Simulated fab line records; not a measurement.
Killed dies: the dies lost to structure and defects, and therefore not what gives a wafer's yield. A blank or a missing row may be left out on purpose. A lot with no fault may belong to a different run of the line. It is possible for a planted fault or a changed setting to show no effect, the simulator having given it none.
fab line records | flow n5Finfet
record lots=24 wafers=72 lastDay=17
route steps=1938 shown BEOL_M10@1471 BEOL_M11@1549
lots untouched by any fault: they come from a run of this same line in which no faults occurred
startH: hours from the record's first day to the start of the lot's first wafer shown | waitH: hours elapsed since this lot's preceding step | " as in the row above | L1.1+2: a row that stands for several wafers | - value missing, or start not given | * or withheld: withheld | < > ~ a bound
route shown NAME@n: a module of which the file shows steps, and the number in the route of the first | usual: mean/standard deviation of fault-free wafers | same: alike in all rows | chamber/n: place in a boat | sites: per-site readings | _std_site: standard deviation across them | _edge_site: outer sites' mean less inner sites' | radiusMm: for every site, how far away it sits from the centre of the wafer | mask NAME#n: copy n | behind: the most recent tool/chamber to have shaped the wafer | hold: what put the lot on hold/how long, in hours/how the hold closed | device: the transistor (n, p or np) that didn't switch | end of line: the tests these same wafers got at the end of their route | a step with no rows: only its recipe | killed: the dies lost at the first sort to structure and to defects; this is not the yield of the wafer | map: the dies of a wafer, with x for killed, . for not killed, _ for no die there
set.NAME: setting as actually run; set.NAME@STEP: the setting as run at that earlier step | model.NAME: the simulator's own value behind a step, which no gauge read
steps of the route over a sample of lots; a table a step, a row a wafer
services: the hour from which a tool's chamber was out of use, counted from the record's first day as startH (under 0 if before that day), plus the number of hours and why
## steps
# step N5_BEOL_M10_CURE_71
# recipe tempC=385 timeS=240 ambient=He/Ar material=SiCOH_lowk
# usual lampPowerPct=52.31/0.049 wafer_temp_C_max=387.0/0.56
# columns lot.wafer tool chamber startH waitH lampPowerPct wafer_temp_C_max
L075.1 uvCure-03 2 221.65 0.9 52.33 386.8
L075.3 " 2 " " 52.22 386.7
L075.6 " 2 " " 52.26 387.0
L074.2 uvCure-02 2 222.93 0.9 52.42 387.8
L074.4 " 2 " " 52.31 387.9
L074.5 " 2 " " 52.31 388.2
L077.2 uvCure-03 2 230.78 0.1 52.41 387.0
L077.3 " 2 " " 52.31 387.9
L077.6 " 2 " " 52.31 387.3
L078.2 uvCure-02 2 231.70 0.2 52.39 387.6
L078.3 " 2 " " 52.41 388.1
L078.5 " 2 " " 52.33 386.6
L079.1 uvCure-03 2 235.15 0.0 52.38 387.3
L079.4 " 2 " " 52.27 387.1
L079.6 " 2 " " 52.31 386.8
L076.1 uvCure-03 0 240.34 0.0 52.29 385.9
L076.2 " 0 " " 52.26 386.4
L076.3 " 0 " " 52.22 386.4
L081.2 uvCure-02 0 243.96 0.1 52.38 387.6
L081.3 " 0 " " 52.31 387.1
L081.4 " 0 " " 52.38 388.5
L080.2 uvCure-02 0 248.71 0.1 52.29 387.2
L080.3 " 0 " " 52.31 386.9
L080.6 " 0 " " 52.33 386.9
L082.1 uvCure-01 0 258.08 0.0 52.35 386.1
L082.2 " 0 " " 52.32 387.1
L082.4 " 0 " " 52.35 386.8
L083.1 uvCure-03 2 263.10 0.0 52.35 387.8
L083.3 " 2 " " 52.28 387.2
L083.6 " 2 " " 52.39 387.3
L084.1 uvCure-03 2 272.48 0.1 52.34 387.3
L084.5 " 2 " " 52.32 386.6
L084.6 " 2 " " 52.32 386.6
L085.4 uvCure-01 0 282.80 0.5 52.30 387.1
L085.5 " 0 " " 52.35 387.5
L085.6 " 0 " " 52.32 386.9
L087.2 uvCure-01 0 284.12 0.2 52.35 386.6
L087.5 " 0 " " 52.24 387.4
L087.6 " 0 " " 52.27 387.1
L088.1 uvCure-02 0 291.54 0.3 52.25 387.2
L088.2 " 0 " " 52.31 387.1
L088.6 " 0 " " 52.24 387.3
L086.1 uvCure-02 1 296.04 0.1 52.30 386.2
L086.3 " 1 " " 52.33 386.6
L086.4 " 1 " " 52.27 386.6
L089.1 uvCure-01 0 300.42 0.2 52.29 386.4
L089.3 " 0 " " 52.31 386.4
L089.5 " 0 " " 52.29 387.0
L091.1 uvCure-03 1 311.28 0.0 52.41 388.0
L091.3 " 1 " " 52.28 387.0
L091.5 " 1 " " 52.26 387.3
L090.3 uvCure-02 0 312.50 0.4 52.30 387.9
L090.4 " 0 " " 52.33 387.2
L090.6 " 0 " " 52.25 386.8
L093.1 uvCure-03 1 321.08 0.0 52.25 387.1
L093.3 " 1 " " 52.37 387.0
L093.4 " 1 " " 52.22 387.2
L092.1 uvCure-01 1 328.07 0.0 52.32 386.1
L092.2 " 1 " " 52.26 386.7
L092.6 " 1 " " 52.33 386.3
L094.1 uvCure-03 1 336.62 0.0 52.27 386.5
L094.5 " 1 " " 52.35 387.2
L094.6 " 1 " " 52.38 386.6
L095.2 uvCure-02 1 337.24 0.1 52.33 387.0
L095.3 " 1 " " 52.35 386.5
L095.5 " 1 " " 52.25 386.9
L096.1 uvCure-03 0 341.27 0.0 52.28 385.8
L096.2 " 0 " " 52.31 386.0
L096.5 " 0 " " 52.37 385.7
L097.2 uvCure-02 0 348.03 0.1 52.36 386.7
L097.3 " 0 " " 52.37 386.9
L097.6 " 0 " " 52.35 387.2
# step N5_BEOL_M10_ETCH_41
# recipe chemistry=CH3F/O2 target=SiCN targetDepthA=426 taperDeg=2 timeS=86 ionEnergyEv=120 maskMaterial=TiN pressureMtorr=30 sourceW=395 biasW=75 Ar_flow_sccm=150 CH3F_flow_sccm=30 O2_flow_sccm=20
# usual drypumpMotorCurrentA=5.7/0.41 oesProductAu=0.80/0.081 rfVppV=297.6/1.5 showerheadPlenumPTorr=2.01/0.061 throttleValvePct=16.3/0.31
# columns lot.wafer tool chamber startH waitH drypumpMotorCurrentA oesProductAu rfHoursCounterH rfVppV showerheadPlenumPTorr throttleValvePct
L075.1 rieDiel-05 3 - - 5.5 0.71 209 295.2 2.00 16.5
L075.3 " 0 " " 5.5 0.79 83 299.6 2.09 15.9
L075.6 " 2 " " 6.2 0.67 - 299.9 2.04 16.5
L074.2 rieDiel-05 3 - - 5.6 0.71 209 295.9 2.00 16.5
L074.4 " 0 " " 5.5 0.79 83 299.3 2.09 15.9
L074.5 " 1 " " 5.5 0.73 - 297.4 1.99 16.8
L077.2 rieDiel-01 1 - - 5.6 0.88 52 298.9 2.02 15.9
L077.3 " 2 " " 5.8 0.69 247 296.6 1.96 16.8
L077.6 " 1 " " 5.6 0.88 - 300.0 2.02 15.9
L078.2 rieDiel-01 1 - - 5.5 0.89 52 298.3 2.02 15.9
L078.3 " 2 " " 5.8 0.69 248 295.8 1.96 16.8
L078.5 " 2 " " 5.8 0.69 - 297.1 1.96 16.7
L079.1 rieDiel-05 0 - - 5.5 0.80 87 301.3 2.09 15.9
L079.4 " 0 " " 5.6 0.79 - 299.6 2.09 15.9
L079.6 " 3 " " 5.6 0.71 - 298.8 1.99 16.5
L076.1 rieDiel-01 3 - - 5.2 0.83 76 296.9 1.95 16.4
L076.2 " 1 " " 5.5 0.88 58 298.3 2.02 15.9
L076.3 " 0 " " 5.1 0.80 96 296.4 1.94 16.1
L081.2 rieDiel-01 1 - - 5.6 0.85 58 297.5 2.02 15.9
L081.3 " 3 " " 5.2 0.82 76 294.6 1.95 16.4
L081.4 " 3 " " 5.2 0.83 - 298.0 1.95 16.4
L080.2 rieDiel-03 3 - - 5.6 0.79 127 297.9 2.09 16.4
L080.3 " 2 " " 5.9 0.83 64 296.9 1.94 16.2
L080.6 " 1 " " 6.7 0.87 - 295.5 1.93 16.1
L082.1 rieDiel-03 2 - - 5.9 0.84 67 297.6 1.94 16.2
L082.2 " 0 " " 5.5 0.96 12 299.5 2.13 15.8
L082.4 " 1 " " 6.8 0.87 58 296.9 1.93 16.1
L083.1 rieDiel-05 0 - - 5.6 0.77 100 298.8 2.08 15.9
L083.3 " 3 " " 5.6 0.70 226 297.1 1.99 16.6
L083.6 " 1 " " 5.5 0.71 - 297.2 1.98 16.9
L084.1 rieDiel-05 2 - - 6.2 0.96 3 297.7 2.04 16.1
L084.5 " 1 " " 5.5 0.71 - 296.5 1.98 16.9
L084.6 " 2 " " 6.2 0.96 - 297.5 2.04 16.1
L085.4 rieDiel-05 2 - - 6.2 0.93 6 298.3 2.04 16.1
L085.5 " 0 " " 5.5 0.77 - 300.4 2.08 15.9
L085.6 " 1 " " 5.5 0.70 - 296.6 1.98 16.9
L087.2 rieDiel-05 2 - - 6.2 0.93 7 298.3 2.04 16.1
L087.5 " 2 " " 6.2 0.95 - 297.6 2.04 16.1
L087.6 " 1 " " 5.5 0.70 - 297.5 1.98 16.9
L088.1 rieDiel-03 2 - - 5.9 0.82 80 295.1 1.94 16.3
L088.2 " 1 " " 6.8 0.85 69 296.6 1.93 16.1
L088.6 " 3 " " 5.6 0.78 - 299.0 2.08 16.4
L086.1 rieDiel-05 2 - - 6.2 0.93 9 298.2 2.04 16.1
L086.3 " 3 " " 5.6 0.69 238 295.9 1.99 16.6
L086.4 " 0 " " 5.5 0.77 - 298.2 2.08 15.9
L089.1 rieDiel-03 3 - - 5.6 0.78 148 298.1 2.08 16.4
L089.3 " 2 " " 5.9 0.82 85 297.6 1.93 16.3
L089.5 " 0 " " 5.5 0.92 - 298.6 2.12 15.8
L090.3 rieDiel-03 0 - - 5.5 0.92 30 301.3 2.12 15.8
L090.4 " 1 " " 6.7 0.85 77 295.9 1.93 16.2
L090.6 " 1 " " 6.7 0.85 - 296.1 1.93 16.2
L091.1 rieDiel-01 3 - - 5.2 0.79 105 296.1 1.94 16.4
L091.3 " 2 " " 5.8 0.94 21 296.1 1.95 16.3
L091.5 " 2 " " 5.8 0.94 - 296.3 1.95 16.3
L093.1 rieDiel-03 0 - - 5.5 0.92 32 300.1 2.12 15.8
L093.3 " 3 " " 5.6 0.78 153 300.3 2.08 16.4
L093.4 " 1 " " 6.7 0.85 80 296.7 1.93 16.2
L092.1 rieDiel-05 0 - - 5.5 0.75 125 298.1 2.07 16.0
L092.2 " 3 " " 5.6 0.68 254 296.3 1.98 16.6
L092.6 " 3 " " 5.6 0.68 - 295.6 1.98 16.6
L095.2 rieDiel-05 2 - - 6.1 0.88 29 297.4 2.03 16.1
L095.3 " 0 " " 5.5 0.76 129 299.0 2.07 16.0
L095.5 " 2 " " 6.2 0.89 - 298.3 2.03 16.1
L094.1 rieDiel-05 2 - - 6.1 0.88 29 297.4 2.03 16.1
L094.5 " 0 " " 5.5 0.74 - 298.8 2.07 16.0
L094.6 " 2 " " 6.2 0.88 - 298.2 2.03 16.1
L096.1 rieDiel-03 0 - - 5.5 0.89 40 298.0 2.12 15.8
L096.2 " 2 " " 5.9 0.80 99 295.5 1.93 16.3
L096.5 " 0 " " 5.5 0.90 - 299.8 2.12 15.8
L097.2 rieDiel-05 2 - - 6.1 0.87 34 297.3 2.03 16.1
L097.3 " 0 " " 5.5 0.75 134 300.8 2.07 16.0
L097.6 " 2 " " 6.1 0.87 - 297.8 2.03 16.1
# step N5_BEOL_M10_ANNEAL_51
# recipe tempC=225 timeS=90 ambient=N2
# usual wafer_temp_C_max=225.68/0.29
# columns lot.wafer tool chamber startH waitH wafer_temp_C_max
L075.1 rtpAnneal-02 0 229.96 0.2 226.41
L075.3 " 0 " " 225.99
L075.6 " 0 " " 226.07
L074.2 rtpAnneal-01 0 231.16 0.7 225.81
L074.4 " 0 " " 225.64
L074.5 " 0 " " 225.37
L077.2 rtpAnneal-01 0 236.13 0.1 225.90
L077.3 " 0 " " 225.66
L077.6 " 0 " " 225.60
L078.2 rtpAnneal-01 0 238.56 0.3 225.13
L078.3 " 0 " " 225.47
L078.5 " 0 " " 225.45
L079.1 rtpAnneal-02 0 245.21 0.1 225.78
L079.4 " 0 " " 225.44
L079.6 " 0 " " 226.01
L076.1 rtpAnneal-01 0 250.56 0.1 225.26
L076.2 " 0 " " 225.55
L076.3 " 0 " " 225.48
L081.2 rtpAnneal-02 0 253.52 0.4 225.92
L081.3 " 0 " " 226.67
L081.4 " 0 " " 226.24
L080.2 rtpAnneal-01 0 255.41 0.2 225.78
L080.3 " 0 " " 225.70
L080.6 " 0 " " 225.66
L082.1 rtpAnneal-01 0 267.21 0.6 225.34
L082.2 " 0 " " 225.33
L082.4 " 0 " " 225.37
L083.1 rtpAnneal-01 0 270.99 0.1 225.38
L083.3 " 0 " " 225.58
L083.6 " 0 " " 225.42
L084.1 rtpAnneal-02 0 281.13 0.2 226.24
L084.5 " 0 " " 226.03
L084.6 " 0 " " 225.86
L085.4 rtpAnneal-01 0 288.87 0.3 225.53
L085.5 " 0 " " 225.72
L085.6 " 0 " " 225.58
L087.2 rtpAnneal-01 0 290.23 0.5 225.63
L087.5 " 0 " " 225.79
L087.6 " 0 " " 225.38
L088.1 rtpAnneal-01 0 298.49 0.1 225.81
L088.2 " 0 " " 225.36
L088.6 " 0 " " 225.32
L086.1 rtpAnneal-02 0 302.64 0.1 225.98
L086.3 " 0 " " 225.88
L086.4 " 0 " " 225.64
L089.1 rtpAnneal-01 0 310.94 0.1 225.43
L089.3 " 0 " " 225.74
L089.5 " 0 " " 225.29
L090.3 rtpAnneal-02 0 318.01 0.1 226.03
L090.4 " 0 " " 225.98
L090.6 " 0 " " 225.83
L091.1 rtpAnneal-01 0 318.61 0.1 226.21
L091.3 " 0 " " 225.80
L091.5 " 0 " " 225.70
L093.1 rtpAnneal-01 0 327.68 0.1 225.58
L093.3 " 0 " " 225.24
L093.4 " 0 " " 225.55
L092.1 rtpAnneal-01 0 336.02 0.5 225.49
L092.2 " 0 " " 225.43
L092.6 " 0 " " 225.72
L095.2 rtpAnneal-02 0 342.23 0.2 225.92
L095.3 " 0 " " 225.98
L095.5 " 0 " " 225.92
L094.1 rtpAnneal-01 0 344.86 0.1 225.51
L094.5 " 0 " " 225.59
L094.6 " 0 " " 225.53
L096.1 rtpAnneal-01 0 349.91 0.3 225.64
L096.2 " 0 " " 225.64
L096.5 " 0 " " 225.79
L097.2 rtpAnneal-01 0 355.20 0.2 225.58
L097.3 " 0 " " 225.80
L097.6 " 0 " " 225.63
# step N5_BEOL_M11_CD_MEAS_11
# recipe targetCdNm=64.1 landingEnergyEv=500 detector=seInlens polarity=opening
# usual cdNm=63.9/0.54
# same landingEnergyEv=500
# columns lot.wafer tool chamber startH waitH cdNm
L075.1 cdSem-01 0 232.65 - 63.6
L075.3 " 0 " " 63.7
L075.6 " 0 " " 63.9
L074.2 cdSem-01 0 234.42 - 64.0
L074.4 " 0 " " 63.9
L074.5 " 0 " " 64.3
L077.2 cdSem-01 0 238.90 - 64.5
L077.3 " 0 " " 63.4
L077.6 " 0 " " 64.0
L078.2 cdSem-03 0 242.14 - 63.8
L078.3 " 0 " " 63.3
L078.5 " 0 " " 63.3
L079.1 cdSem-03 0 247.78 - 64.0
L079.4 " 0 " " 64.5
L079.6 " 0 " " 63.9
L076.1 cdSem-03 0 253.54 - 64.4
L076.2 " 0 " " 64.3
L076.3 " 0 " " 63.4
L081.2 cdSem-01 0 256.46 - 63.5
L081.3 " 0 " " 63.9
L081.4 " 0 " " 63.5
L080.2 cdSem-03 0 257.88 - 62.9
L080.3 " 0 " " 64.1
L080.6 " 0 " " 63.1
L082.1 cdSem-02 0 270.18 - 63.5
L082.2 " 0 " " 64.7
L082.4 " 0 " " 63.6
L083.1 cdSem-02 0 276.17 - 64.9
L083.3 " 0 " " 64.0
L083.6 " 0 " " 64.0
L084.1 cdSem-01 0 283.68 - 63.7
L084.5 " 0 " " 63.0
L084.6 " 0 " " 64.0
L085.4 cdSem-01 0 294.26 - 63.6
L085.5 " 0 " " 63.6
L085.6 " 0 " " 64.8
L087.2 cdSem-03 0 294.43 - 63.0
L087.5 " 0 " " 63.0
L087.6 " 0 " " 63.5
L088.1 cdSem-03 0 302.71 - 63.2
L088.2 " 0 " " 63.1
L088.6 " 0 " " 63.1
L086.1 cdSem-01 0 305.89 - 64.3
L086.3 " 0 " " 63.3
L086.4 " 0 " " 62.6
L089.1 cdSem-01 0 313.77 - 63.5
L089.3 " 0 " " 64.4
L089.5 " 0 " " 64.0
L090.3 cdSem-03 0 322.33 - 63.8
L090.4 " 0 " " 63.8
L090.6 " 0 " " 63.4
L091.1 cdSem-02 0 322.71 - 63.9
L091.3 " 0 " " 64.2
L091.5 " 0 " " 63.1
L093.1 cdSem-02 0 331.43 - 63.3
L093.3 " 0 " " 63.2
L093.4 " 0 " " 63.8
L092.1 cdSem-02 0 338.00 - 63.7
L092.2 " 0 " " 62.7
L092.6 " 0 " " 64.1
L095.2 cdSem-01 0 345.66 - 65.2
L095.3 " 0 " " 64.3
L095.5 " 0 " " 64.7
L094.1 cdSem-03 0 347.09 - 63.8
L094.5 " 0 " " 63.9
L094.6 " 0 " " 62.9
L096.1 cdSem-03 0 352.50 - 63.9
L096.2 " 0 " " 64.1
L096.5 " 0 " " 63.9
L097.2 cdSem-02 0 361.45 - 65.0
L097.3 " 0 " " 63.8
L097.6 " 0 " " 64.1
# step N5_BEOL_M11_TRENCH_ETCH_37
# recipe chemistry=C4F6/O2 targetDepthA=1488.3 target=SiCOH_lowk timeS=48 ionEnergyEv=250 pressureMtorr=30 sourceW=345 biasW=185 Ar_flow_sccm=300 C4F6_flow_sccm=10 O2_flow_sccm=10
# usual drypumpMotorCurrentA=5.8/0.37 oes_o_777_au=0.79/0.059 oesProductAu=0.78/0.058 rfVppV=663/9.5 showerheadPlenumPTorr=2.85/0.11 throttleValvePct=20.88/0.24
# columns lot.wafer tool chamber startH waitH drypumpMotorCurrentA oes_o_777_au oesProductAu rfHoursCounterH rfVppV showerheadPlenumPTorr throttleValvePct
L075.1 rieDiel-06 1 - - 6.2 0.86 0.83 65 652 2.78 20.63
L075.3 " 0 " " 5.6 0.71 0.71 215 661 2.70 20.98
L075.6 " 3 " " 5.6 0.76 0.74 - 676 2.93 20.76
L074.2 rieDiel-06 1 - - 6.2 0.86 0.84 66 652 2.78 20.63
L074.4 " 3 " " 5.6 0.76 0.74 179 676 2.92 20.75
L074.5 " 3 " " 5.6 0.76 0.74 - 678 2.92 20.74
L077.2 rieDiel-06 1 - - 6.2 0.86 0.84 67 652 2.78 20.62
L077.3 " 2 " " 6.0 0.83 0.80 99 673 2.98 20.71
L077.6 " 0 " " 5.6 0.71 0.70 - 661 2.70 20.96
L078.2 rieDiel-06 0 - - 5.6 0.71 0.70 219 663 2.70 20.98
L078.3 " 2 " " 6.0 0.83 0.80 100 671 2.98 20.73
L078.5 " 3 " " 5.6 0.75 0.73 - 676 2.92 20.74
L079.1 rieDiel-02 2 - - 6.5 0.78 0.77 103 654 2.73 21.24
L079.4 " 1 " " 5.7 0.88 0.86 - 653 3.00 20.64
L079.6 " 0 " " 5.1 0.77 0.74 - 668 2.98 21.34
L076.1 rieDiel-02 0 - - 5.1 0.77 0.73 180 667 2.98 21.35
L076.2 " 1 " " 5.6 0.87 0.86 69 651 3.00 20.62
L076.3 " 2 " " 6.5 0.77 0.77 106 654 2.73 21.21
L081.2 rieDiel-06 1 - - 6.2 0.85 0.83 73 652 2.77 20.64
L081.3 " 0 " " 5.6 0.70 0.70 223 663 2.69 20.98
L081.4 " 2 " " 6.0 0.82 0.80 103 671 2.98 20.72
L080.2 rieDiel-02 0 - - 5.1 0.77 0.73 182 668 2.98 21.33
L080.3 " 2 " " 6.5 0.77 0.76 108 655 2.73 21.23
L080.6 " 0 " " 5.1 0.76 0.73 - 668 2.98 21.35
L082.1 rieDiel-02 1 - - 5.6 0.87 0.85 75 653 2.99 20.65
L082.2 " 2 " " 6.5 0.77 0.76 112 655 2.73 21.24
L082.4 " 0 " " 5.1 0.76 0.73 - 667 2.98 21.34
L083.1 rieDiel-06 2 - - 6.0 0.82 0.80 111 670 2.97 20.74
L083.3 " 3 " " 5.6 0.75 0.74 193 678 2.92 20.76
L083.6 " 3 " " 5.6 0.75 0.73 - 677 2.92 20.76
L084.1 rieDiel-04 3 - - 6.0 0.87 0.85 57 649 2.88 20.99
L084.5 " 2 " " 5.4 0.82 0.79 - 655 2.73 21.04
L084.6 " 1 " " 5.5 0.65 0.68 - 675 2.82 21.07
L087.2 rieDiel-06 3 - - 5.6 0.74 0.73 200 676 2.91 20.78
L087.5 " 2 " " 6.0 0.81 0.78 - 671 2.97 20.74
L087.6 " 3 " " 5.6 0.75 0.73 - 677 2.91 20.78
L085.4 rieDiel-02 0 - - 5.1 0.75 0.72 194 667 2.97 21.36
L085.5 " 3 " " 5.8 0.82 0.80 - 662 3.01 20.58
L085.6 " 0 " " 5.1 0.75 0.72 - 667 2.97 21.35
L088.1 rieDiel-04 2 - - 5.4 0.83 0.79 128 657 2.73 21.03
L088.2 " 0 " " 5.7 0.84 0.86 51 670 2.76 20.55
L088.6 " 2 " " 5.4 0.82 0.79 - 655 2.73 21.03
L086.1 rieDiel-02 0 - - 5.1 0.75 0.73 199 668 2.97 21.39
L086.3 " 2 " " 6.5 0.75 0.76 124 657 2.72 21.26
L086.4 " 1 " " 5.6 0.85 0.84 88 652 2.99 20.66
L089.1 rieDiel-04 3 - - 6.0 0.86 0.84 65 650 2.87 21.01
L089.3 " 0 " " 5.6 0.83 0.85 55 672 2.76 20.57
L089.5 " 0 " " 5.7 0.83 0.85 - 670 2.76 20.56
L090.3 rieDiel-06 2 - - 6.0 0.80 0.79 126 670 2.97 20.75
L090.4 " 0 " " 5.6 0.70 0.69 237 660 2.69 21.01
L090.6 " 1 " " 6.2 0.83 0.81 - 651 2.77 20.67
L091.1 rieDiel-04 0 - - 5.6 0.83 0.85 59 669 2.75 20.56
L091.3 " 2 " " 5.4 0.81 0.78 136 657 2.73 21.06
L091.5 " 2 " " 5.4 0.81 0.78 - 657 2.73 21.07
L093.1 rieDiel-06 1 - - 6.2 0.83 0.80 96 652 2.76 20.68
L093.3 " 0 " " 5.6 0.69 0.69 240 662 2.69 21.02
L093.4 " 2 " " 6.0 0.79 0.78 129 670 2.96 20.76
L092.1 rieDiel-04 3 - - 6.0 0.86 0.83 76 652 2.87 21.01
L092.2 " 2 " " 5.3 0.81 0.77 143 656 2.73 21.05
L092.6 " 0 " " 5.6 0.82 0.84 - 670 2.75 20.57
L095.2 rieDiel-06 3 - - 5.6 0.73 0.72 215 676 2.91 20.78
L095.3 " 2 " " 6.0 0.79 0.78 133 671 2.96 20.77
L095.5 " 1 " " 6.2 0.82 0.81 - 651 2.76 20.67
L094.1 rieDiel-06 3 - - 5.6 0.73 0.71 216 677 2.91 20.81
L094.5 " 3 " " 5.6 0.74 0.72 - 677 2.91 20.82
L094.6 " 0 " " 5.6 0.69 0.69 - 663 2.68 21.03
L096.1 rieDiel-06 0 - - 5.6 0.69 0.68 246 663 2.68 21.01
L096.2 " 3 " " 5.6 0.73 0.71 218 676 2.91 20.83
L096.5 " 2 " " 6.0 0.79 0.78 - 669 2.96 20.78
L097.2 rieDiel-04 1 - - 5.6 0.89 0.94 5 673 2.81 20.72
L097.3 " 1 " " 5.5 0.89 0.93 - 675 2.81 20.71
L097.6 " 3 " " 6.0 0.85 0.82 - 649 2.87 21.04
# step N5_BEOL_M11_OCD_MEAS_38
# usual trenchDepthNm=147.4/2.2
# columns lot.wafer tool chamber startH waitH trenchDepthNm
L075.1 ocd-02 - 234.48 - 147.7
L075.3 " - " " 143.7
L075.6 " - " " 145.4
L074.2 ocd-01 - 236.50 - 147.8
L074.4 " - " " 146.4
L074.5 " - " " 146.7
L077.2 ocd-01 - 241.57 - 149.4
L077.3 " - " " 145.6
L077.6 " - " " 144.2
L078.2 ocd-02 - 246.46 - 142.6
L078.3 " - " " 145.4
L078.5 " - " " 146.1
L079.1 ocd-01 - 249.87 - 147.7
L079.4 " - " " 149.4
L079.6 " - " " 152.4
L076.1 ocd-02 - 255.77 - 151.3
L076.2 " - " " 148.8
L076.3 " - " " 145.4
L081.2 ocd-02 - 258.00 - 148.5
L081.3 " - " " 144.9
L081.4 " - " " 145.9
L080.2 ocd-02 - 260.03 - 149.0
L080.3 " - " " 143.7
L080.6 " - " " 150.1
L082.1 ocd-01 - 271.83 - 149.3
L082.2 " - " " 145.2
L082.4 " - " " 152.1
L083.1 ocd-02 - 278.16 - 147.0
L083.3 " - " " 147.8
L083.6 " - " " 145.2
L084.1 ocd-01 - 286.41 - 147.7
L084.5 " - " " 148.1
L084.6 " - " " 146.3
L087.2 ocd-02 - 297.06 - 147.0
L087.5 " - " " 145.1
L087.6 " - " " 147.9
L085.4 ocd-01 - 297.23 - 150.6
L085.5 " - " " 150.0
L085.6 " - " " 150.6
L088.1 ocd-01 - 304.97 - 149.7
L088.2 " - " " 148.7
L088.6 " - " " 147.9
L086.1 ocd-01 - 310.15 - 151.2
L086.3 " - " " 147.5
L086.4 " - " " 149.4
L089.1 ocd-01 - 316.24 - 149.8
L089.3 " - " " 149.6
L089.5 " - " " 148.5
L090.3 ocd-01 - 325.41 - 147.1
L090.4 " - " " 145.7
L090.6 " - " " 147.5
L091.1 ocd-02 - 325.83 - 148.9
L091.3 " - " " 148.5
L091.5 " - " " 149.0
L093.1 ocd-01 - 334.47 - 148.0
L093.3 " - " " 145.7
L093.4 " - " " 147.0
L092.1 ocd-02 - 340.29 - 151.6
L092.2 " - " " 148.8
L092.6 " - " " 149.4
L095.2 ocd-02 - 347.32 - 146.6
L095.3 " - " " 147.7
L095.5 " - " " 150.5
L094.1 ocd-02 - 348.57 - 146.0
L094.5 " - " " 147.9
L094.6 " - " " 145.8
L096.1 ocd-01 - 355.10 - 141.2
L096.2 " - " " 146.3
L096.5 " - " " 146.3
L097.2 ocd-01 - 363.62 - 144.5
L097.3 " - " " 144.9
L097.6 " - " " 150.4
## services
# columns tool chamber startH hours kind
rieDiel-05 1 213.01 3.8 repair
uvCure-01 - 215.37 28.1 pm
rieDiel-02 3 240.22 32.8 repair
rieDiel-05 2 241.53 4.6 repair
rieDiel-05 2 253.64 - clean
rieDiel-03 0 277.30 4.8 repair
rieDiel-04 1 279.44 3.4 repair
uvCure-02 - 289.28 1.5 repair
rieDiel-01 0 293.25 34.3 repair
rieDiel-04 2 293.66 8.2 repair
rieDiel-05 2 294.72 3.8 repair
uvCure-03 - 294.98 7.5 pm
rieDiel-05 0 303.23 6.3 repair
uvCure-02 - 303.77 1.3 repair
uvCure-01 - 308.01 1.1 repair
rieDiel-06 1 311.17 5.3 repair
uvCure-02 - 335.57 0.5 repair
uvCure-02 - 341.70 1.4 repair
uvCure-03 - 346.68 2.8 pm
uvCure-01 - 352.65 0.8 repair
rieDiel-03 3 353.62 2.7 repair
rieDiel-04 0 360.69 4.7 repair
rieDiel-04 2 360.94 2.5 repair
uvCure-02 - 361.83 0.4 repair
## key
fault none
